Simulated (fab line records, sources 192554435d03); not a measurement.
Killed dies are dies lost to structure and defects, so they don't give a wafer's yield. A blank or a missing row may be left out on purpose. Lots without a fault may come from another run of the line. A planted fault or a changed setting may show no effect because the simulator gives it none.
Split-lot experiment | flow n5_finfet | 7 lots, 39 wafers read, on a route of 1938 steps

THE SPLIT
At N5_BEOL_M12_ETCH_68 (etches SOC in N2/H2, time 285 s), the setting time_s was moved away from the recipe's 285 s on 12 of the 39 wafers read, by -43.0% to +29.9%. The other wafers ran this setting at the recipe's value.

The reading is taken at the split's own step.

THE READING
SiARC_of_BEOL_M12_COAT_66.thk_nm (the simulator's own value, which no gauge read), in nm, at N5_BEOL_M12_ETCH_68 (etches SOC in N2/H2, time 285 s). The file gives no usual value for it. The 27 wafers here that ran the recipe average 85.8 nm, standard deviation 0.46 nm.

wafer  | tool, chamber at the split | time_s as run, s | against the recipe | SiARC_of_BEOL_M12_COAT_66.thk_nm, nm | against lot-mates on the recipe
L078.1 | rie_diel-03, 3             | 285              | recipe             | 86.8                                 | -
L078.2 | rie_diel-03, 2             | 285              | recipe             | 86.4                                 | -
L078.3 | rie_diel-03, 0             | 285              | recipe             | 85.2                                 | -
L078.4 | rie_diel-03, 1             | 285              | recipe             | 85.8                                 | -
L078.6 | rie_diel-03, 1             | 285              | recipe             | 85.8                                 | -
L078.5 | rie_diel-03, 0             | 285              | recipe             | 85                                   | -
L079.1 | rie_diel-03, 2             | 285              | recipe             | 85.8                                 | -
L079.3 | rie_diel-03, 0             | 285              | recipe             | 85                                   | -
L079.4 | rie_diel-03, 1             | 285              | recipe             | 85.2                                 | -
L080.1 | rie_diel-01, 1             | 180.3            | -36.7%             | 94.6                                 | +8.7
L080.5 | rie_diel-01, 1             | 180.3            | -36.7%             | 94.6                                 | +8.7
L080.2 | rie_diel-01, 0             | 285              | recipe             | 86                                   | -
L080.3 | rie_diel-01, 1,0           | 285              | recipe             | 85.8                                 | -
L080.6 | rie_diel-01, 1,0           | 285              | recipe             | 85.8                                 | -
L080.4 | rie_diel-01, 0             | 180.3            | -36.7%             | 94.4                                 | +8.5
L089.1 | rie_diel-03, 1             | 285              | recipe             | 86                                   | -
L089.2 | rie_diel-03, 0             | 203.2            | -28.7%             | 92.6                                 | +7.0
L089.3 | rie_diel-03, 3             | 203.2            | -28.7%             | 93.4                                 | +7.8
L089.4 | rie_diel-03, 2             | 285              | recipe             | 85.6                                 | -
L089.5 | rie_diel-03, 1             | 203.2            | -28.7%             | 93                                   | +7.4
L089.6 | rie_diel-03, 2             | 285              | recipe             | 85.2                                 | -
L090.1 | rie_diel-01, 1             | 370.2            | +29.9%             | 78.8                                 | -7.3
L090.2 | rie_diel-01, 3             | 285              | recipe             | 86.4                                 | -
L090.3 | rie_diel-01, 0             | 285              | recipe             | 86.2                                 | -
L090.4 | rie_diel-01, 2             | 370.2            | +29.9%             | 78.6                                 | -7.5
L090.5 | rie_diel-01, 2             | 285              | recipe             | 85.8                                 | -
L090.6 | rie_diel-01, 3             | 370.2            | +29.9%             | 79.2                                 | -6.9
L093.1 | rie_diel-03, 0             | 162.5            | -43.0%             | 96.2                                 | +10.7
L093.2 | rie_diel-03, 2             | 285              | recipe             | 85.2                                 | -
L093.3 | rie_diel-03, 1             | 285              | recipe             | 85.8                                 | -
L093.4 | rie_diel-03, 0             | 162.5            | -43.0%             | 95.6                                 | +10.1
L093.5 | rie_diel-03, 1             | 162.5            | -43.0%             | 96                                   | +10.5
L093.6 | rie_diel-03, 2             | 285              | recipe             | 85.6                                 | -
L095.1 | rie_diel-01, 1,2           | 285              | recipe             | 86                                   | -
L095.5 | rie_diel-01, 1,2           | 285              | recipe             | 86                                   | -
L095.2 | rie_diel-01, 0             | 285              | recipe             | 86.4                                 | -
L095.6 | rie_diel-01, 0             | 285              | recipe             | 86.4                                 | -
L095.3 | rie_diel-01, 2             | 285              | recipe             | 85.6                                 | -
L095.4 | rie_diel-01, 1             | 285              | recipe             | 85.8                                 | -
Where a row lists several chambers, the file gives one row for several wafers and doesn't say which wafer went through which chamber.

THE FIT
A straight line over all 39 wafers: SiARC_of_BEOL_M12_COAT_66.thk_nm changes by -0.238 nm for each +1% of time_s; r = -1.00; the points scatter about the line by 0.43 nm.
The same after taking each lot's own level away (the mean of its wafers on the recipe; 39 wafers): -0.243 nm for each +1%; r = -1.00; scatter 0.38 nm.
On that fit, the largest move of time_s shifts the reading by 10 nm.
The lots' own levels span 85.33 to 86.13 nm, that is 1.8 times the standard deviation above.
So the lot-to-lot level changes the slope little: the two slopes agree.
Check: with one of the wafers moved furthest among these (-43.0%) left out of the fit, the line predicts +10.4 nm for it against its lot-mates. It came out at +10.7 nm against them.

THE FILE'S OWN FIT
SiARC_of_BEOL_M12_COAT_66.thk_nm changes by -0.243 nm for each +1% of time_s, r = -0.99.
